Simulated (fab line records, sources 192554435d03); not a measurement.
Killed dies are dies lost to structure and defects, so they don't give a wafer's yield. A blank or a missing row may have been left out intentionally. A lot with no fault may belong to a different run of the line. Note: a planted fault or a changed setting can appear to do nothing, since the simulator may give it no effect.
fab line records    flow n5-finfet
[record] lots = 6  wafers = 18  last-day = 17
route steps=1938 shown STI_FIN_REVEAL@203 DUMMY_GATE@212 BEOL_M4@1111 PASSIVATION@1936
lots that met no fault: taken from a fault-free run of the same line
start-h: hours from the record's opening day to when the first of the lot's shown wafers began    wait-h: time in hours since the lot's previous step    " the same as in the row above    L1.1+2: several wafers, shown together as one row    - no value, or no start was given    * or withheld: withheld    < > ~ a bound
route shown NAME@n: NAME is a module with steps in the file, n the number in the route of the first one    usual: mean/standard deviation taken from wafers without a fault    same: alike in all rows    chamber/n: place in a boat    sites: readings site by site    _std_site: standard deviation of those values    _edge_site: inner sites' mean taken away from outer sites' mean    radius-mm: for every site, how far away it sits from the centre of the wafer    mask NAME#n: copy n    behind: the tool/chamber that last shaped the wafer    hold: reason for holding the lot/hours on hold/outcome of the hold    device: the n, p or np transistor that did not switch    end of line: at the end of the route, the tests of the same wafers    step lacking rows: just its recipe    killed: dies that structure and defects cost at the first sort, which is not the same as the wafer's yield    map: per-die view of a wafer (x killed, . not killed, _ where there is no die)
set.NAME: setting as actually run; set.NAME@STEP: the setting as run at that earlier step    model.NAME: the simulator's own value behind a step, which no gauge read
lots at selected steps of the route; one table per step, one row per wafer
services: the hour from which a tool's chamber was out of use, counted from the record's first day as start-h (under 0 if before that day), plus the number of hours and why
[[steps]]
[step N5_STI_FIN_REVEAL_SRD_21]
[recipe] dry = ipa-marangoni  time-s = 30  temp-c = 23  rinse-liquid = diw
[step N5_STI_FIN_REVEAL_OXIDATION_33]
[recipe] chemistry = O2_PLASMA_REMOTE  temp-c = 150  time-s = 20  pressure-mtorr = 1000  source-power-w = 2000  o2-flow-sccm = 3000
[usual] drypump-motor-current-A = 5.76/0.24  heater-power-w = 146/13  o2-flow-sccm = 2999/9.3  temp-c-max = 150.68/0.2
lot.wafer  tool             chamber  start-h  wait-h  drypump-motor-current-A  heater-power-w  o2-flow-sccm  rf-hours-counter-h  temp-c-max
L981.1     plasma-asher-01  0        56.66    0.0     5.91                     159             2988          82                  150.77
L981.2     "                1        "        "       5.26                     166             3002          82                  150.36
L981.5     "                0        "        "       5.91                     158             2991          -                   150.70
L984.2     plasma-asher-02  0        73.17    0.0     5.80                     138             3004          38                  150.87
L984.3     "                1        "        "       5.94                     134             3005          -                   150.44
L984.5     "                0        "        "       5.79                     137             3004          -                   150.96
L986.2     plasma-asher-02  1        86.90    0.0     5.92                     135             2991          41                  150.76
L986.3     "                0        "        "       5.80                     137             2989          -                   150.69
L986.6     "                0        "        "       5.80                     135             2997          -                   150.69
L987.3     plasma-asher-01  0        94.58    0.0     5.89                     162             3009          -                   150.67
L987.4     "                1        "        "       5.32                     166             2980          -                   150.29
L987.6     "                0        "        "       5.90                     156             2998          -                   150.84
L994.1     plasma-asher-01  0        133.13   0.0     5.90                     155             3011          98                  150.83
L994.5     "                1        "        "       5.25                     168             2989          -                   150.38
L994.6     "                0        "        "       5.90                     162             2985          -                   150.57
L100.3     plasma-asher-02  0        167.97   0.0     5.82                     138             3004          -                   150.61
L100.5     "                0        "        "       5.84                     140             3004          -                   150.77
L100.6     "                1        "        "       5.91                     137             3007          -                   150.41
[step N5_STI_FIN_REVEAL_CLEAN_19]
[recipe] chemistry = O3/DIW  temp-c = 25  time-s = 120  o3-ppm = 10
[step N5_STI_FIN_REVEAL_SRD_23]
[recipe] dry = ipa-marangoni  time-s = 30  temp-c = 23  rinse-liquid = diw
[step N5_STI_FIN_REVEAL_CD_MEAS_22]
[recipe] target-cd-nm = 6.238  pitch-nm = 28  polarity = line
[usual] cd-nm = 6.21/0.26
lot.wafer  tool       chamber  start-h  wait-h  cd-nm
L981.1     cd-sem-01  -        56.82    0.0     5.64
L981.2     "          -        "        "       5.83
L981.5     "          -        "        "       6.07
L984.2     cd-sem-03  -        73.34    0.0     6.77
L984.3     "          -        "        "       5.85
L984.5     "          -        "        "       6.69
L986.2     cd-sem-02  -        87.07    0.0     5.95
L986.3     "          -        "        "       6.06
L986.6     "          -        "        "       6.50
L987.3     cd-sem-03  -        94.73    0.0     6.10
L987.4     "          -        "        "       6.29
L987.6     "          -        "        "       6.14
L994.1     cd-sem-02  -        133.29   0.0     6.30
L994.5     "          -        "        "       5.89
L994.6     "          -        "        "       6.13
L100.3     cd-sem-03  -        168.13   0.0     6.62
L100.5     "          -        "        "       6.11
L100.6     "          -        "        "       6.30
[step N5_STI_FIN_REVEAL_FIN_H_MEAS_10]
[usual] trench-depth-nm = 51.8/0.57
lot.wafer  tool    chamber  start-h  wait-h  trench-depth-nm
L981.1     ocd-01  -        56.86    0.0     51.1
L981.2     "       -        "        "       51.4
L981.5     "       -        "        "       51.6
L984.2     ocd-01  -        73.37    0.0     52.7
L984.3     "       -        "        "       52.0
L984.5     "       -        "        "       52.4
L986.2     ocd-01  -        87.10    0.0     52.4
L986.3     "       -        "        "       51.0
L986.6     "       -        "        "       52.3
L987.3     ocd-01  -        94.76    0.0     52.4
L987.4     "       -        "        "       51.3
L987.6     "       -        "        "       52.2
L994.1     ocd-01  -        133.33   0.0     52.5
L994.5     "       -        "        "       51.6
L994.6     "       -        "        "       52.5
L100.3     ocd-01  -        168.16   0.0     52.7
L100.5     "       -        "        "       53.2
L100.6     "       -        "        "       52.1
[step N5_STI_FIN_REVEAL_PRECLEAN_18]
[recipe] chemistry = SC2  time-s = 45  temp-c = 35  mix = 1:1:50
[step N5_STI_FIN_REVEAL_SRD_28]
[recipe] dry = ipa-marangoni  time-s = 30  temp-c = 23  rinse-liquid = diw
[step N5_STI_FIN_REVEAL_INSPECT_13]
[recipe] inspect-instrument = darkfield  mode = post-clean
[usual] raw-defect-count = 11/5
lot.wafer  tool               chamber  start-h  wait-h  raw-defect-count
L981.1     defect-inspect-02  -        56.94    0.0     10
L981.2     "                  -        "        "       5
L981.5     "                  -        "        "       12
L984.2     defect-inspect-01  -        73.45    0.0     15
L984.3     "                  -        "        "       15
L984.5     "                  -        "        "       12
L986.2     defect-inspect-01  -        87.18    0.0     7
L986.3     "                  -        "        "       16
L986.6     "                  -        "        "       16
L987.3     defect-inspect-02  -        94.85    0.0     8
L987.4     "                  -        "        "       7
L987.6     "                  -        "        "       4
L994.1     defect-inspect-02  -        133.41   0.0     15
L994.5     "                  -        "        "       10
L994.6     "                  -        "        "       7
L100.3     defect-inspect-01  -        168.24   0.0     8
L100.5     "                  -        "        "       15
L100.6     "                  -        "        "       9
[step N5_DUMMY_GATE_PRECLEAN_00]
[recipe] chemistry = O3/DIW  time-s = 60  temp-c = 22  o3-ppm = 10
[step N5_DUMMY_GATE_SRD_01]
[recipe] time-s = 30  temp-c = 23  rinse-liquid = diw  dry = ipa-marangoni
[step N5_DUMMY_GATE_ALD_02]
[recipe] material = SiO2  target-thk-a = 20  temp-c = 300  ald-precursor-family = BDEAS  ald-co-reactant = O2-plasma  pulse-time-s = 1  pressure-torr = 2
[usual] heater-power-w = 476/40  precursor-pulse-height-rel = 1.001/0.022
lot.wafer  tool        chamber  start-h  wait-h  heater-power-w  precursor-pulse-height-rel
L981.1     ald-sin-02  0        57.04    0.0     482             1.000
L981.2     "           1        "        "       442             1.033
L981.5     "           3        "        "       445             0.967
L984.2     ald-sin-03  1        73.75    0.2     502             1.005
L984.3     "           3        "        "       502             0.987
L984.5     "           1        "        "       515             0.999
L986.2     ald-sin-04  0        91.15    3.9     497             1.051
L986.3     "           3        "        "       422             0.992
L986.6     "           2        "        "       394             0.984
L987.3     ald-sin-03  3        98.47    3.6     500             0.985
L987.4     "           1        "        "       512             0.973
L987.6     "           3        "        "       514             0.977
L994.1     ald-sin-03  2        133.64   0.2     496             1.025
L994.5     "           2        "        "       489             0.996
L994.6     "           1        "        "       499             0.958
L100.3     ald-sin-03  3        168.34   0.0     495             0.964
L100.5     "           2        "        "       493             0.978
L100.6     "           3        "        "       477             1.026
[step N5_DUMMY_GATE_CVD_03]
[recipe] material = a-Si  target-thk-a = 1500  temp-c = 530  precursor = SiH4  time-s = 8042
[usual] spike-tc-bottom-C = 549.8/1.4  spike-tc-centre-C = 531.5/0.37  spike-tc-lower-C = 529.7/1.1  spike-tc-top-C = 552.3/2  spike-tc-upper-C = 530.5/0.67  susceptor-temp-C = 529.97/0.19  zone-power-bottom-pct = 10.72/0.21
lot.wafer  tool      chamber  start-h  wait-h  spike-tc-bottom-C  spike-tc-centre-C  spike-tc-lower-C  spike-tc-top-C  spike-tc-upper-C  susceptor-temp-C  zone-power-bottom-pct  model.a-Si_of_DUMMY_GATE_CVD_03.thk-nm
L981.1     lpcvd-01  0/40     57.14    0.1     548.9              531.4              528.4             554.8           530.1             530.27            10.95                  150.6
L981.2     "         0/45     "        "       548.9              531.4              528.4             554.8           530.1             530.27            10.95                  151.2
L981.5     "         0/59     "        "       548.9              531.4              528.4             554.8           530.1             530.27            10.95                  149.4
L984.2     lpcvd-01  0/70     73.85    0.1     549.2              531.5              528.3             554.5           529.4             529.90            10.88                  148.6
L984.3     "         0/75     "        "       549.2              531.5              528.3             554.5           529.4             529.90            10.88                  148.2
L984.5     "         0/84     "        "       549.2              531.5              528.3             554.5           529.4             529.90            10.88                  148.2
L986.2     lpcvd-01  1/20     91.26    0.1     562.0              544.6              542.7             564.0           544.0             543.09            11.28                  213.8
L986.3     "         1/25     "        "       562.0              544.6              542.7             564.0           544.0             543.09            11.28                  214.6
L986.6     "         1/39     "        "       562.0              544.6              542.7             564.0           544.0             543.09            11.28                  214
L987.3     lpcvd-01  1/100    98.58    0.1     561.9              544.8              542.4             563.7           544.4             543.09            11.36                  214.2
L987.4     "         1/104    "        "       561.9              544.8              542.4             563.7           544.4             543.09            11.36                  215.2
L987.6     "         1/114    "        "       561.9              544.8              542.4             563.7           544.4             543.09            11.36                  215.4
L994.1     lpcvd-02  0/15     133.76   0.1     553.5              531.9              529.3             553.3           530.0             530.30            10.26                  150.2
L994.5     "         0/34     "        "       553.5              531.9              529.3             553.3           530.0             530.30            10.26                  150.4
L994.6     "         0/39     "        "       553.5              531.9              529.3             553.3           530.0             530.30            10.26                  149.6
L100.3     lpcvd-01  0/50     168.44   0.1     548.8              531.8              528.4             554.3           529.6             529.93            10.92                  149
L100.5     "         0/59     "        "       548.8              531.8              528.4             554.3           529.6             529.93            10.92                  149
L100.6     "         0/64     "        "       548.8              531.8              528.4             554.3           529.6             529.93            10.92                  148.8
[step N5_DUMMY_GATE_PRECLEAN_46]
[recipe] chemistry = DIW  time-s = 89.5  temp-c = 23
[step N5_DUMMY_GATE_SRD_47]
[recipe] dry-time-s = 32  dry = n2-spin  spin-rpm = 1500
[step N5_DUMMY_GATE_CMP_04]
[recipe] material = a-Si  post-cmp-clean = alkaline-brush
[usual] motor-current-A = 10.5/1.1  time-to-endpoint-s = 13.3/2.6
lot.wafer  tool    chamber  start-h  wait-h  motor-current-A  time-to-endpoint-s
L981.2     cmp-02  1        60.88    0.0     8.9              11.1
L981.1     "       3        "        "       11.4             8.7
L981.5     "       2        "        "       10.8             9.7
L984.3     cmp-02  0        77.59    0.0     10.1             13.4
L984.2     "       1        "        "       9.5              12.2
L984.5     "       1        "        "       10.2             11.0
L986.2     cmp-02  3        95.04    0.1     11.1             21.8
L986.3     "       1        "        "       9.4              21.9
L986.6     "       2        "        "       10.8             21.9
L987.3     cmp-01  3        102.35   0.1     11.0             27.8
L987.4     "       0        "        "       8.6              24.3
L987.6     "       3        "        "       10.8             26.6
L994.1     cmp-03  2        137.56   0.1     11.6             21.8
L994.6     "       1        "        "       11.8             14.5
L994.5     "       2        "        "       11.7             17.4
L100.3     cmp-03  2        172.28   0.1     11.8             17.5
L100.6     "       3        "        "       12.0             13.2
L100.5     "       0        "        "       9.3              15.1
[step N5_DUMMY_GATE_THK_MEAS_05]
[usual] thk-nm = 72.0/1.1
lot.wafer  tool           chamber  start-h  wait-h  thk-nm
L981.1     film-metro-02  -        61.12    0.1     71.3
L981.2     "              -        "        "       72.4
L981.5     "              -        "        "       71.7
L984.2     film-metro-02  -        77.83    0.2     69.6
L984.3     "              -        "        "       70.0
L984.5     "              -        "        "       70.1
L986.2     film-metro-02  -        95.25    0.2     71.8
L986.3     "              -        "        "       71.2
L986.6     "              -        "        "       72.5
L987.3     film-metro-02  -        102.56   0.2     71.9
L987.4     "              -        "        "       71.7
L987.6     "              -        "        "       72.0
L994.1     film-metro-01  -        137.77   0.2     71.8
L994.5     "              -        "        "       73.1
L994.6     "              -        "        "       71.0
L100.3     film-metro-02  -        172.43   0.1     73.1
L100.5     "              -        "        "       72.7
L100.6     "              -        "        "       72.2
[step N5_BEOL_M4_RC_MEAS_101]
[usual] DIBL_N = 36.9/1.7  DIBL_P = 36.7/2.1  IOFF_N = 0.17/0.032  IOFF_P = 0.22/0.036  ION_N = 674/12  ION_P = 461/7  SS_N = 71.7/0.6  SS_P = 73.4/0.67  VT_N = 249/3.1  VT_P = -250/3.2
lot.wafer  tool       chamber  start-h  wait-h  DIBL_N[mV/V]  DIBL_P[mV/V]  IOFF_N[nA/um]  IOFF_P[nA/um]  ION_N[uA/um]  ION_P[uA/um]  SS_N[mV/dec]  SS_P[mV/dec]  VT_N[mV]  VT_P[mV]
L981.1     prober-02  0        181.90   0.0     31.7          30.0          0.10           0.14           645           445           70.4          72.0          257       -256
L981.2     "          0        "        "       36.6          36.0          0.17           0.21           668           455           71.1          73.4          253       -252
L981.5     "          0        "        "       37.1          37.4          0.20           0.23           686           464           71.0          73.0          247       -249
L984.2     prober-01  0        197.12   0.2     39.2          40.7          0.25           0.24           700           465           73.1          74.6          244       -252
L984.3     "          0        "        "       36.3          36.8          0.16           0.19           663           442           71.9          73.2          252       -255
L984.5     "          0        "        "       40.2          41.3          0.27           0.26           700           462           72.8          74.4          243       -250
L986.2     prober-01  0        212.40   0.2     37.4          34.8          0.16           0.19           681           459           71.8          73.3          248       -255
L986.3     "          0        "        "       39.1          36.3          0.20           0.21           665           450           72.1          72.6          245       -253
L986.6     "          0        "        "       39.6          37.8          0.21           0.24           694           464           71.9          73.6          245       -252
L987.3     prober-01  0        222.23   0.3     33.3          32.5          0.12           0.17           662           456           70.2          72.7          253       -251
L987.4     "          0        "        "       36.7          36.6          0.17           0.23           673           459           72.0          72.9          247       -248
L987.6     "          0        "        "       35.2          35.4          0.15           0.21           668           469           72.7          72.5          250       -251
L994.1     prober-01  0        252.85   0.0     38.0          37.6          0.18           0.20           676           459           72.0          73.0          250       -251
L994.5     "          0        "        "       35.6          34.2          0.12           0.15           653           443           71.8          72.2          254       -257
L994.6     "          0        "        "       38.3          38.6          0.18           0.21           685           460           72.3          73.8          248       -252
L100.3     prober-02  0        295.51   0.3     40.0          40.8          0.26           0.32           698           473           73.2          75.6          244       -245
L100.5     "          0        "        "       38.0          38.5          0.20           0.27           691           468           72.0          73.5          250       -246
L100.6     "          0        "        "       37.7          38.6          0.20           0.28           682           466           71.4          74.5          247       -246
[step N5_PASSIVATION_PROBE_49]
[usual] defect-limited-yield = 91.7/1.5  killed_at_M0_to_M3 = 32/9.6  killed_at_M4_up = 13/5.3  killed-at-contacts = 12/6.8  killed-at-front-end = 36/9.8  killed-at-other = 4/3.1  killed-dies = 98/17  killed-open = 65/13  killed-short = 32/8.5  sort_bin_4_leakage = 0.00/0.007  sort_bin_5_function = 4.9/0.93  sort_bin_6_memory = 3.2/0.67  sort_bin_8_speed = 0.00/0.02  sort-n-pass = 1082/17  sort-yield-pct = 91.7/1.4
[same] gross-dies = 1180  killed-at-back-side = 0
lot.wafer  tool       chamber  start-h  wait-h  defect-limited-yield[%]  killed_at_M0_to_M3  killed_at_M4_up  killed-at-contacts  killed-at-front-end  killed-at-other  killed-dies  killed-open  killed-short  sort_bin_4_leakage[%]  sort_bin_5_function[%]  sort_bin_6_memory[%]  sort_bin_8_speed[%]  sort-n-pass  sort-yield-pct[%]
L981.1     prober-02  -        281.35   0.0     92.2                     26                  27               12                  26                   1                92           56           35            0                      4.8                     2.8                   0.08                 1087         92.1
L981.2     prober-02  -        281.40   0.1     91.4                     39                  13               3                   44                   2                101          55           46            0                      4.7                     3.6                   0                    1079         91.4
L981.5     prober-02  -        281.55   0.2     93.2                     34                  10               6                   27                   3                80           52           28            0                      4.6                     2.0                   0                    1100         93.2
L984.2     prober-01  -        306.43   0.1     91.3                     30                  23               10                  36                   4                103          71           30            0                      4.7                     3.6                   0                    1077         91.3
L984.3     prober-01  -        306.48   0.1     91.6                     26                  15               19                  33                   6                99           73           25            0                      5.5                     2.4                   0                    1081         91.6
L984.5     prober-01  -        306.58   0.2     91.4                     30                  10               15                  42                   4                101          65           35            0.08                   4.8                     3.6                   0                    1078         91.4
L986.2     prober-02  -        309.93   0.1     88.5                     44                  12               39                  40                   1                136          102          33            0                      7.2                     4.2                   0                    1044         88.5
L986.3     prober-02  -        309.98   0.1     91.1                     37                  17               16                  31                   4                105          72           32            0                      5.0                     3.6                   0                    1075         91.1
L986.6     prober-02  -        310.13   0.3     90.6                     32                  20               21                  35                   3                111          78           33            0                      6.1                     3.1                   0                    1069         90.6
L987.3     prober-01  -        318.42   0.1     90.2                     51                  5                13                  47                   0                116          87           29            0                      5.6                     3.9                   0                    1064         90.2
L987.4     prober-01  -        318.47   0.2     91.9                     34                  7                20                  35                   0                96           59           36            0                      4.5                     3.5                   0                    1084         91.9
L987.6     prober-01  -        318.57   0.3     90.8                     45                  12               21                  27                   3                108          68           40            0                      5.3                     3.5                   0                    1072         90.8
L994.1     prober-01  -        362.08   0.0     91.7                     26                  8                28                  33                   3                98           76           21            0                      5.1                     3.1                   0                    1082         91.7
L994.5     prober-01  -        362.28   0.2     92.2                     24                  17               11                  39                   1                92           59           29            0                      4.1                     3.5                   0                    1088         92.2
L994.6     prober-01  -        362.33   0.3     92.5                     29                  13               10                  37                   0                89           58           31            0                      5.2                     2.0                   0                    1091         92.5
L100.3     prober-02  -        395.88   0.1     89.3                     32                  15               23                  45                   11               126          79           46            0                      6.6                     3.8                   0.08                 1054         89.3
L100.5     prober-02  -        395.98   0.2     89.2                     27                  28               14                  52                   7                128          85           43            0                      6.4                     4.0                   0                    1052         89.2
L100.6     prober-02  -        396.03   0.3     91.0                     21                  6                20                  51                   8                106          75           30            0                      4.8                     4.1                   0                    1074         91.0
// killed by level:class
L981.1 MOL_CONTACT_COAG:geometric-particle:open=11 BEOL_M4:geometric-particle:open=9 FIN_SAQP:geometric-particle:short=8 BEOL_M1:geometric-particle:open=8 FIN_SAQP:geometric-particle:open=5 BEOL_M0_SAQP:geometric-particle:short=5 BEOL_M2:geometric-particle:short=5 BEOL_M4:geometric-particle:short=5
L981.2 FIN_SAQP:geometric-particle:short=12 FIN_SAQP:geometric-particle:open=10 BEOL_M0_SAQP:geometric-particle:open=10 BEOL_M0_SAQP:geometric-particle:short=10 GATE_CUT:geometric-particle:short=6 BEOL_M1:geometric-particle:open=6 BEOL_M2:geometric-particle:short=5 BEOL_M4:geometric-particle:open=4
L981.5 BEOL_M0_SAQP:geometric-particle:open=10 BEOL_M0_SAQP:geometric-particle:short=9 MOL_CONTACT_COAG:geometric-particle:open=6 BEOL_M4:geometric-particle:open=6 FIN_SAQP:geometric-particle:short=5 FIN_SAQP:geometric-particle:open=4 BEOL_M0:geometric-particle:open=4 BEOL_M1:geometric-particle:open=4
L984.2 BEOL_M4:geometric-particle:open=10 STI_FIN_REVEAL:geometric-particle:open=9 BEOL_M1:geometric-particle:open=8 BEOL_M3:geometric-particle:open=8 FIN_SAQP:geometric-particle:short=7 MOL_CONTACT_COAG:geometric-particle:open=7 BEOL_M0_SAQP:geometric-particle:open=6 DUMMY_GATE:geometric-particle:open=5
L984.3 MOL_CONTACT_COAG:geometric-particle:open=18 BEOL_M0_SAQP:geometric-particle:open=11 STI_FIN_REVEAL:geometric-particle:open=8 BEOL_M3:geometric-particle:open=7 BEOL_M4:geometric-particle:open=7 DUMMY_GATE:geometric-particle:open=6 FIN_SAQP:geometric-particle:open=5 FIN_SAQP:geometric-particle:short=5
L984.5 MOL_CONTACT_COAG:geometric-particle:open=14 FIN_SAQP:geometric-particle:short=11 BEOL_M0_SAQP:geometric-particle:open=9 BEOL_M0_SAQP:geometric-particle:short=8 FIN_SAQP:geometric-particle:open=7 GATE_CUT:geometric-particle:open=7 GATE_CUT:geometric-particle:short=6 BEOL_M1:geometric-particle:open=5
L986.2 MOL_CONTACT_COAG:geometric-particle:open=32 BEOL_M2:geometric-particle:open=12 BEOL_M0_SAQP:geometric-particle:open=10 FIN_SAQP:geometric-particle:short=9 BEOL_M0_SAQP:geometric-particle:short=8 FIN_SAQP:geometric-particle:open=7 STI_FIN_REVEAL:geometric-particle:open=7 MOL_CONTACT_COAG:geometric-particle:short=7
L986.3 MOL_CONTACT_COAG:geometric-particle:open=14 BEOL_M2:geometric-particle:open=11 BEOL_M0:geometric-particle:open=8 DUMMY_GATE:geometric-particle:open=7 BEOL_M0_SAQP:geometric-particle:short=7 STI_FIN_REVEAL:geometric-particle:open=5 BEOL_M3:geometric-particle:open=4 BEOL_M4:geometric-particle:open=4
L986.6 MOL_CONTACT_COAG:geometric-particle:open=17 STI_FIN_REVEAL:geometric-particle:open=16 BEOL_M4:geometric-particle:open=9 BEOL_M0_SAQP:geometric-particle:short=6 BEOL_M1:geometric-particle:open=6 STARTING-WAFER:geometric-particle:open=6 MOL_CONTACT_COAG:geometric-particle:short=4 BEOL_M2:geometric-particle:open=4
L987.3 STI_FIN_REVEAL:geometric-particle:open=16 BEOL_M0_SAQP:geometric-particle:open=12 FIN_SAQP:geometric-particle:open=11 BEOL_M1:geometric-particle:open=11 MOL_CONTACT_COAG:geometric-particle:open=10 BEOL_M0_SAQP:geometric-particle:short=10 FIN_SAQP:geometric-particle:short=7 BEOL_M3:geometric-particle:open=7
L987.4 MOL_CONTACT_COAG:geometric-particle:open=12 BEOL_M3:geometric-particle:open=10 FIN_SAQP:geometric-particle:short=9 MOL_CONTACT_COAG:geometric-particle:short=8 FIN_SAQP:geometric-particle:open=7 BEOL_M1:geometric-particle:open=6 STI_FIN_REVEAL:geometric-particle:open=4 BEOL_M0_SAQP:geometric-particle:open=4
L987.6 MOL_CONTACT_COAG:geometric-particle:open=15 BEOL_M2:geometric-particle:open=11 FIN_SAQP:geometric-particle:short=10 BEOL_M0_SAQP:geometric-particle:short=9 BEOL_M0_SAQP:geometric-particle:open=8 BEOL_M4:geometric-particle:open=7 BEOL_M3:geometric-particle:open=6 STI_FIN_REVEAL:geometric-particle:open=6
L994.1 MOL_CONTACT_COAG:geometric-particle:open=24 FIN_SAQP:geometric-particle:open=10 BEOL_M3:geometric-particle:open=7 GATE_CUT:geometric-particle:open=5 BEOL_M0_SAQP:geometric-particle:short=5 BEOL_M2:geometric-particle:open=5 STI_FIN_REVEAL:geometric-particle:open=4 MOL_CONTACT_COAG:geometric-particle:short=4
L994.5 MOL_CONTACT_COAG:geometric-particle:open=10 FIN_SAQP:geometric-particle:open=9 BEOL_M3:geometric-particle:open=9 BEOL_M4:geometric-particle:open=7 FIN_SAQP:geometric-particle:short=5 STI_FIN_REVEAL:geometric-particle:open=5 GATE_CUT:geometric-particle:open=5 BEOL_M0_SAQP:geometric-particle:short=3
L994.6 DUMMY_GATE:geometric-particle:open=8 MOL_CONTACT_COAG:geometric-particle:open=8 BEOL_M0_SAQP:geometric-particle:short=7 STI_FIN_REVEAL:geometric-particle:open=7 BEOL_M0_SAQP:geometric-particle:open=6 BEOL_M3:geometric-particle:open=6 GATE_CUT:geometric-particle:short=5 STARTING-WAFER:geometric-particle:short=4
L100.3 MOL_CONTACT_COAG:geometric-particle:open=16 BEOL_M0_SAQP:geometric-particle:open=11 FIN_SAQP:geometric-particle:short=10 BEOL_M4:geometric-particle:open=9 STI_FIN_REVEAL:geometric-particle:open=7 BEOL_M0_SAQP:geometric-particle:short=7 DUMMY_GATE:geometric-particle:open=7 MOL_CONTACT_COAG:geometric-particle:short=7
L100.5 BEOL_M4:geometric-particle:open=14 FIN_SAQP:geometric-particle:short=13 MOL_CONTACT_COAG:geometric-particle:open=11 FIN_SAQP:geometric-particle:open=8 DUMMY_GATE:geometric-particle:open=8 BEOL_M1:geometric-particle:open=6 BEOL_M0_SAQP:geometric-particle:open=5 GATE_CUT:geometric-particle:open=4
L100.6 MOL_CONTACT_COAG:geometric-particle:open=17 FIN_SAQP:geometric-particle:open=15 STI_FIN_REVEAL:geometric-particle:open=12 FIN_SAQP:geometric-particle:short=8 DUMMY_GATE:geometric-particle:open=5 BEOL_M0_SAQP:geometric-particle:open=5 BEOL_M3:geometric-particle:open=5 STARTING-WAFER:geometric-particle:short=4
[[services]]
tool             chamber  start-h  hours  kind
cmp-02           -        49.85    4.0    pm
cmp-02           -        53.85    -      consumable-replace:conditioner
cmp-02           -        53.85    -      consumable-replace:pad
cmp-02           -        65.13    3.5    repair
ald-sin-04       -        76.36    0.5    repair
cmp-01           -        79.84    2.9    repair
ald-sin-02       -        86.82    14.0   pm
ald-sin-02       0        86.82    14.0   vent-cycle
ald-sin-02       1        86.82    14.0   vent-cycle
ald-sin-02       2        86.82    14.0   vent-cycle
ald-sin-02       3        86.82    14.0   vent-cycle
plasma-asher-02  -        95.13    2.8    pm
ald-sin-03       -        99.72    6.0    pm
ald-sin-02       0        100.82   -      clean
ald-sin-02       1        100.82   -      clean
lpcvd-02         -        106.49   6.1    pm
cmp-01           -        118.20   5.5    pm
cmp-01           -        124.34   0.6    repair
cmp-03           -        134.79   2.7    repair
cmp-01           -        144.90   0.5    repair
lpcvd-01         -        150.49   1.6    repair
plasma-asher-01  -        152.33   4.6    repair
cmp-01           -        159.29   16.0   pm
cmp-03           -        166.05   3.6    pm
[[key]]
[first-sign] step = N5_DUMMY_GATE_CVD_03  reading = susceptor-temp-C  direction = up  sigmas = 70  usual = *  struck = *
[effect] step = N5_DUMMY_GATE_CVD_03  reading = spike-tc-centre-C  direction = up  sigmas = 35  usual = 531.5  struck = 544.7
[effect] step = N5_DUMMY_GATE_CMP_04  reading = time-to-endpoint-s  direction = up  sigmas = 4.2  usual = *  struck = *
[model-effect] step = N5_DUMMY_GATE_CVD_03  value = a-Si_of_DUMMY_GATE_CVD_03.thk-nm  without = 149  struck = 214.5
met-at N5_DUMMY_GATE_CVD_03
struck-wafers L986.2,L986.3,L986.6,L987.3,L987.4,L987.6
[fault] kind = process-parameter-drift  tool = lpcvd-01  chamber = 1  onset-h = 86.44  steps = N5_DUMMY_GATE_CVD_03  channel = temp-c  offset = *  shape = step  end-h = 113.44  acts-in = *  stated = *
